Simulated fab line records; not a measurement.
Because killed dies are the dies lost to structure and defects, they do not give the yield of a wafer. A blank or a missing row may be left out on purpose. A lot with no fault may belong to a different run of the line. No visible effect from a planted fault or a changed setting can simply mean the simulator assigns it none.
Which tool did it?    flow n5 finfet    Sampling: 9 lots, 26 wafers, 5 of 1938 route steps

== WHAT EACH GAUGE READ, for each wafer ==
N5_BEOL_M4_RC_MEAS_101. Usual: DIBL_N 36.1 mV/V, standard deviation 1.5; DIBL_P 36.1 mV/V, standard deviation 1.9; IOFF_N 0.159 nA/um, standard deviation 0.029; IOFF_P 0.21 nA/um, standard deviation 0.038; ION_N 675 uA/um, standard deviation 11; ION_P 464 uA/um, standard deviation 8.1; SS_N 71.5 mV/dec, standard deviation 0.57; SS_P 73.3 mV/dec, standard deviation 0.64; VT_N 249 mV, standard deviation 3.1; VT_P -250 mV, standard deviation 3.8.
lot   measured      on         DIBL_N (mV/V)   DIBL_P (mV/V)   IOFF_N (nA/um)     IOFF_P (nA/um)  ION_N (uA/um)  ION_P (uA/um)  SS_N (mV/dec)   SS_P (mV/dec)   VT_N (mV)    VT_P (mV)       flag
L668  day 8 09:32   prober-01  37.8 35.9 36.7  37.3 34.2 36.4  0.161 0.137 0.148  0.24 0.19 0.22  666 672 654    464 462 454    71.8 72.3 71.5  73.8 72.5 73.3  249 250 253  -246 -249 -247  
L669  day 9 00:53   prober-02  34.6 36.3 35.7  34.7 36.2 35.8  0.141 0.157 0.162  0.19 0.21 0.21  683 676 677    467 466 469    70.9 72.1 71.3  72.6 73.3 72.5  250 249 249  -252 -250 -249  
L670  day 9 02:39   prober-01  34.6 37.2 35.8  34.2 38.0 36.5  0.129 0.189 0.154  0.18 0.25 0.22  665 684 676    463 471 469    71.2 72.2 71.4  72.7 74.2 73.1  252 248 248  -254 -248 -250  
L672  day 9 09:17   prober-01  41.1 36.9 38.0  40.4 36.6 37.7  0.279 0.175 0.186  0.29 0.21 0.23  694 679 684    470 460 465    72.1 71.8 72.0  74.6 73.2 74.4  245 249 247  -248 -252 -251  
L673  day 10 03:05  prober-02  37.8 37.4 36.2  38.2 37.0 36.6  0.171 0.156 0.140  0.24 0.21 0.21  679 670 657    470 456 465    72.0 71.8 71.6  74.1 73.5 73.0  250 254 249  -249 -249 -250  
L676  day 10 11:20  prober-01  36.3 37.4       36.1 37.4       0.173 0.209        0.26 0.29       686 695        468 477        70.9 72.2       73.7 74.1       246 245      -244 -241       
L679  day 11 09:25  prober-02  36.8 36.2 37.0  35.6 35.5 36.4  0.172 0.175 0.184  0.18 0.20 0.19  677 692 686    454 470 452    71.0 70.5 71.6  73.2 73.2 74.3  248 247 245  -253 -252 -254  
L682  day 12 05:31  prober-01  35.6 36.9 36.6  37.1 37.5 37.7  0.150 0.166 0.169  0.19 0.19 0.20  663 676 675    457 460 457    71.3 72.4 72.3  73.5 73.6 73.7  253 248 251  -254 -254 -254  
L688  day 14 09:27  prober-01  36.2 36.6 34.8  36.8 36.4 36.0  0.181 0.180 0.168  0.23 0.23 0.23  684 680 686    469 468 473    71.1 70.9 71.5  73.3 72.5 73.6  247 246 244  -247 -248 -247  

== EACH LOT AND THE TOOL THAT RAN IT (in order: tool; ch and the chambers of the sampled wafers; start) ==
lot   N5_BEOL_M0_SAQP_RECESS_114         N5_BEOL_M0_SAQP_SPACER1_ALD_98    N5_BEOL_M0_SAQP_SPACER1_ETCHBACK_99  N5_BEOL_M0_SAQP_STRIP_108
L668  vapor etch-01 ch 0,1, day 6 07:12  ald sin-02 ch 0,1,3, day 6 07:35  rie diel-03 ch 0,1,2, day 6 08:05    rie diel-03 ch 0,1,3, day 6 09:07
L669  vapor etch-02 ch 0,1, day 6 18:28  ald sin-04 ch 0,1,3, day 6 18:51  rie diel-04 ch 0,1,3, day 6 19:20    rie diel-04 ch 0,1,3, day 6 20:20
L670  vapor etch-01 ch 0,1, day 6 22:22  ald sin-02 ch 1,3, day 6 22:50    rie diel-05 ch 0,3, day 6 23:22      rie diel-03 ch 0,1,2, day 7 00:25
L672  vapor etch-01 ch 0,1, day 7 08:35  ald sin-03 ch 2,3, day 7 08:58    rie diel-03 ch 2,3, day 7 09:37      rie diel-04 ch 0,2, day 7 10:43
L673  vapor etch-02 ch 0,1, day 7 18:32  ald sin-03 ch 0,3, day 7 19:07    rie diel-04 ch 2,3, day 7 19:38      rie diel-04 ch 0,1,3, day 7 20:50
L676  vapor etch-01 ch 0,1, day 8 10:52  ald sin-03 ch 2,3, day 8 11:56    rie diel-04 ch 0,3, day 8 12:13      rie diel-04 ch 1,2, day 8 13:43
L679  vapor etch-01 ch 0,1, day 9 01:38  ald sin-03 ch 0,1,2, day 9 01:59  rie diel-05 ch 1,2, day 9 02:28      rie diel-03 ch 1,2,3, day 9 03:46
L682  vapor etch-01 ch 0,1, day 9 20:40  ald sin-03 ch 1,2, day 9 21:03    rie diel-05 ch 0,3, day 9 21:32      rie diel-04 ch 0,3, day 9 22:32
L688  vapor etch-02 ch 0, day 11 03:56   ald sin-02 ch 1,3, day 11 04:19   rie diel-05 ch 0,1,3, day 11 04:47   rie diel-05 ch 0,1, day 11 05:50
- N5_BEOL_M0_SAQP_RECESS_114: chemistry HF/NH3, target SiO2, target depth 14.4 nm, afs cycles 3, sublimation time 60 s.
- N5_BEOL_M0_SAQP_SPACER1_ALD_98: deposits SiO2, target thk 12.8 nm, pulse time 1 s, purge time 2 s.
- N5_BEOL_M0_SAQP_SPACER1_ETCHBACK_99: etches SiO2 in CHF3/O2, target depth 15.4 nm, time 7.7 s.
- N5_BEOL_M0_SAQP_STRIP_108: strips in N2/H2.

== WHAT THE TOOLS THEMSELVES READ (means of the sampled wafers that have a number; where no wafer has one, the mark that the record gives instead) ==
N5_BEOL_M0_SAQP_RECESS_114. Usual: drypump motor current A 5.6 A, standard deviation 0.34; temp c 29.99 C, standard deviation 0.11.
lot   tool           drypump motor current A (A)  temp c (C)  flag
L668  vapor etch-01  5.4                          29.99       
L669  vapor etch-02  5.7                          29.87       
L670  vapor etch-01  5.5                          30.01       
L672  vapor etch-01  5.5                          29.91       
L673  vapor etch-02  6.0                          30.01       
L676  vapor etch-01  5.4                          30.01       
L679  vapor etch-01  5.5                          30.04       
L682  vapor etch-01  5.4                          30.08       
L688  vapor etch-02  5.4                          29.89       

N5_BEOL_M0_SAQP_SPACER1_ALD_98. Usual: chamber pressure Torr 2.000 Torr, standard deviation 0.0044; heater power w 456 W, standard deviation 39; precursor pulse height rel 1.000, standard deviation 0.02; susceptor temp C 300.00 C, standard deviation 0.18.
lot   tool        chamber pressure Torr (Torr)  heater power w (W)  precursor pulse height rel  susceptor temp C (C)  flag
L668  ald sin-02  1.997                         444                 0.986                       300.05                
L669  ald sin-04  1.998                         489                 1.003                       299.97                
L670  ald sin-02  1.998                         437                 0.996                       299.83                
L672  ald sin-03  2.001                         457                 0.978                       299.97                
L673  ald sin-03  2.000                         484                 0.993                       300.01                
L676  ald sin-03  1.998                         460                 0.993                       299.78                
L679  ald sin-03  1.996                         446                 1.007                       298.50                OFF
L682  ald sin-03  1.998                         426                 1.011                       298.48                OFF
L688  ald sin-02  2.000                         441                 0.983                       300.05                

N5_BEOL_M0_SAQP_SPACER1_ETCHBACK_99. Usual: bias w 170.0 W, standard deviation 0.51; drypump motor current A 5.6 A, standard deviation 0.56; oes product au 0.78 a.u., standard deviation 0.1; rf vpp V 518 V, standard deviation 9; showerhead plenum p Torr 2.41 Torr, standard deviation 0.085; throttle valve pct 18.83 %, standard deviation 0.24.
lot   tool         bias w (W)  drypump motor current A (A)  oes product au (a.u.)  rf vpp V (V)  showerhead plenum p Torr (Torr)  throttle valve pct (%)  flag
L668  rie diel-03  169.3       5.7                          0.79                   521           2.47                             18.93                   
L669  rie diel-04  170.3       5.4                          0.75                   516           2.31                             18.82                   
L670  rie diel-05  170.0       5.2                          0.76                   514           2.40                             18.52                   
L672  rie diel-03  170.5       6.2                          0.75                   523           2.46                             18.92                   
L673  rie diel-04  170.2       6.2                          0.73                   506           2.35                             19.03                   
L676  rie diel-04  169.6       5.6                          0.74                   521           2.29                             18.80                   
L679  rie diel-05  169.6       5.8                          0.67                   520           2.35                             18.80                   
L682  rie diel-05  169.9       5.3                          0.92                   518           2.42                             18.32                   
L688  rie diel-05  170.5       5.4                          0.93                   519           2.46                             18.36                   

N5_BEOL_M0_SAQP_STRIP_108. Usual: drypump motor current A 5.6 A, standard deviation 0.5; oes product au 0.76 a.u., standard deviation 0.098; rf vpp V 121.7 V, standard deviation 0.93; showerhead plenum p Torr 3.32 Torr, standard deviation 0.11; temp c 40.01 C, standard deviation 0.11; throttle valve pct 18.8 %, standard deviation 0.57.
lot   tool         drypump motor current A (A)  oes product au (a.u.)  rf vpp V (V)  showerhead plenum p Torr (Torr)  temp c (C)  throttle valve pct (%)  flag
L668  rie diel-03  5.3                          0.76                   122.1         3.39                             40.11       19.4                    
L669  rie diel-04  5.4                          0.74                   121.3         3.22                             39.97       18.9                    
L670  rie diel-03  5.7                          0.79                   122.2         3.44                             40.00       19.1                    
L672  rie diel-04  5.9                          0.71                   121.9         3.28                             39.99       19.3                    
L673  rie diel-04  5.4                          0.74                   121.8         3.21                             39.98       18.9                    
L676  rie diel-04  5.7                          0.71                   120.5         3.27                             39.93       19.4                    
L679  rie diel-03  5.7                          0.87                   122.1         3.44                             40.03       19.0                    
L682  rie diel-04  5.4                          0.72                   122.1         3.20                             39.99       18.8                    
L688  rie diel-05  5.6                          0.90                   122.3         3.45                             40.04       18.3                    

== THE ANSWER, worked out from the rows above alone ==
Rule: a lot counts as off when the mean over its wafers that have a number is more than 3 standard deviations away from the usual mean. A lot without any number at a reading at which 4 lots or more have one is off too. All remaining lots with rows at the step are treated as sound. The gauges are gone through in route order, then the tools' own readings, and for those a lot's mean is taken as printed above. The first step at which some lot is off is used, and at that step the reading that is off furthest; a lot without a number counts as furthest.
Off at N5_BEOL_M0_SAQP_SPACER1_ALD_98 (susceptor temp C): L679, L682.
If a tool, at that step or one of the process steps before it, ran each lot that is off and ran no sound lot following the first of them, it fits. 2 tools fit, vapor etch-01 at N5_BEOL_M0_SAQP_RECESS_114 and ald sin-03 at N5_BEOL_M0_SAQP_SPACER1_ALD_98, so this cannot tell which one it is.

== WHAT THE SIMULATOR HAD PUT IN ==
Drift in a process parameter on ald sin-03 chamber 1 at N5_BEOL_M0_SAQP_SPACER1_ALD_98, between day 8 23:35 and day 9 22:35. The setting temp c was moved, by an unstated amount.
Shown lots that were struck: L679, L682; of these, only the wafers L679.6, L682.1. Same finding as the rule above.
